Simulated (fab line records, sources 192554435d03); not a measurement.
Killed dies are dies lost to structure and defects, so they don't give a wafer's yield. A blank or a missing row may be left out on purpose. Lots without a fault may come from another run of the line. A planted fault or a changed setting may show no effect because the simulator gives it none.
Which tool did it? | flow n5_finfet | 11 lots, 33 wafers sampled, at 2 steps of a route of 1938

WHAT THE GAUGES READ, wafer by wafer
N5_BEOL_M6_CD_MEAS_35: target cd 40 nm, target cd y 28 nm. Usual: cd_nm 40.1 nm, standard deviation 0.76.
lot  | measured     | on        | cd_nm (nm)     | flag
L632 | day 9 01:02  | cd_sem-02 | 41.0 40.8 38.9 |
L634 | day 9 13:44  | cd_sem-03 | 40.5 40.0 39.5 |
L633 | day 10 01:00 | cd_sem-03 | 40.0 40.1 39.5 |
L635 | day 10 08:02 | cd_sem-01 | 40.6 40.7 40.0 |
L641 | day 11 21:31 | cd_sem-03 | 40.7 40.0 40.8 |
L643 | day 12 01:20 | cd_sem-02 | 40.4 39.0 40.0 |
L642 | day 12 04:53 | cd_sem-03 | 39.0 39.7 39.7 |
L650 | day 13 23:53 | cd_sem-03 | 40.7 40.1 38.5 |
L651 | day 14 07:01 | cd_sem-01 | 38.5 39.0 41.2 |
L654 | day 15 02:44 | cd_sem-02 | 40.7 39.8 40.6 |
L653 | day 15 04:39 | cd_sem-02 | 41.4 40.6 39.6 |

WHICH TOOL RAN EACH LOT (tool, then ch and the chambers of the sampled wafers, then the start)
lot  | N5_BEOL_M6_VIA_ETCH_34
L632 | rie_diel-01 ch 2,3, day 9 00:38
L634 | rie_diel-06 ch 2,3, day 9 13:20
L633 | rie_diel-04 ch 0,1,2, day 10 00:35
L635 | rie_diel-04 ch 0,1,2, day 10 07:38
L641 | rie_diel-06 ch 0,2,3, day 11 21:07
L643 | rie_diel-06 ch 0,1,3, day 12 00:56
L642 | rie_diel-04 ch 0,1, day 12 04:28
L650 | rie_diel-04 ch 2,3, day 13 23:29
L651 | rie_diel-04 ch 1,3, day 14 06:36
L654 | rie_diel-04 ch 0,1,2, day 15 02:20
L653 | rie_diel-01 ch 0,1, day 15 04:14
- N5_BEOL_M6_VIA_ETCH_34: etches SiCOH lowk in C4F6/O2, target depth 126.3 nm, time 50.9 s.

WHAT THE TOOLS THEMSELVES READ (means of the sampled wafers that have a number; where no wafer has one, the mark that the record gives instead)
N5_BEOL_M6_VIA_ETCH_34. Usual: drypump_motor_current_A 5.7 A, standard deviation 0.4; oes_ar_750_au 0.81 a.u., standard deviation 0.073; oes_f_703_au 0.81 a.u., standard deviation 0.073; oes_o_777_au 0.81 a.u., standard deviation 0.071; oes_product_au 0.81 a.u., standard deviation 0.083; rf_vpp_V 659 V, standard deviation 19; showerhead_plenum_p_Torr 2.82 Torr, standard deviation 0.082; throttle_valve_pct 20.78 %, standard deviation 0.2.
lot  | tool        | drypump_motor_current_A (A) | oes_ar_750_au (a.u.) | oes_f_703_au (a.u.) | oes_o_777_au (a.u.) | oes_product_au (a.u.) | rf_vpp_V (V) | showerhead_plenum_p_Torr (Torr) | throttle_valve_pct (%) | flag
L632 | rie_diel-01 | 5.9                         | 0.74                 | 0.75                | 0.75                | 0.74                  | 662          | 2.76                            | 20.76                  |
L634 | rie_diel-06 | 5.6                         | 0.85                 | 0.87                | 0.86                | 0.86                  | 654          | 2.84                            | 20.79                  |
L633 | rie_diel-04 | 6.0                         | 0.81                 | 0.80                | 0.80                | 0.81                  | 666          | 2.83                            | 20.73                  |
L635 | rie_diel-04 | 5.9                         | 0.80                 | 0.80                | 0.80                | 0.81                  | 666          | 2.83                            | 20.74                  |
L641 | rie_diel-06 | 5.4                         | 0.78                 | 0.79                | 0.79                | 0.79                  | 648          | 2.85                            | 20.79                  |
L643 | rie_diel-06 | 5.5                         | 0.80                 | 0.81                | 0.82                | 0.79                  | 641          | 2.89                            | 20.76                  |
L642 | rie_diel-04 | 5.9                         | 0.84                 | 0.82                | 0.81                | 0.85                  | 679          | 2.86                            | 20.88                  |
L650 | rie_diel-04 | 5.7                         | 0.72                 | 0.72                | 0.73                | 0.71                  | 649          | 2.78                            | 20.75                  |
L651 | rie_diel-04 | 5.4                         | 0.80                 | 0.79                | 0.78                | 0.81                  | 661          | 2.80                            | 21.06                  |
L654 | rie_diel-04 | 6.0                         | 0.76                 | 0.75                | 0.75                | 0.76                  | 665          | 2.81                            | 20.79                  |
L653 | rie_diel-01 | 5.2                         | 0.80                 | 0.81                | 0.81                | 0.81                  | 678          | 2.89                            | 20.85                  |

THE ANSWER, worked out from the rows above alone
Rule: a lot is off if the mean of its wafers that have a number lies more than 3 standard deviations from the usual mean. A lot without any number at a reading at which 4 lots or more have one is off too. The other lots that the step has rows for count as sound. The gauges are gone through in route order, then the tools' own readings, and for those a lot's mean is taken as printed above. The first step at which some lot is off is used, and at that step the reading that is off furthest; a lot without a number counts as furthest.
No lot is off at any reading shown: from this, nothing can be told.

WHAT THE SIMULATOR HAD PUT IN
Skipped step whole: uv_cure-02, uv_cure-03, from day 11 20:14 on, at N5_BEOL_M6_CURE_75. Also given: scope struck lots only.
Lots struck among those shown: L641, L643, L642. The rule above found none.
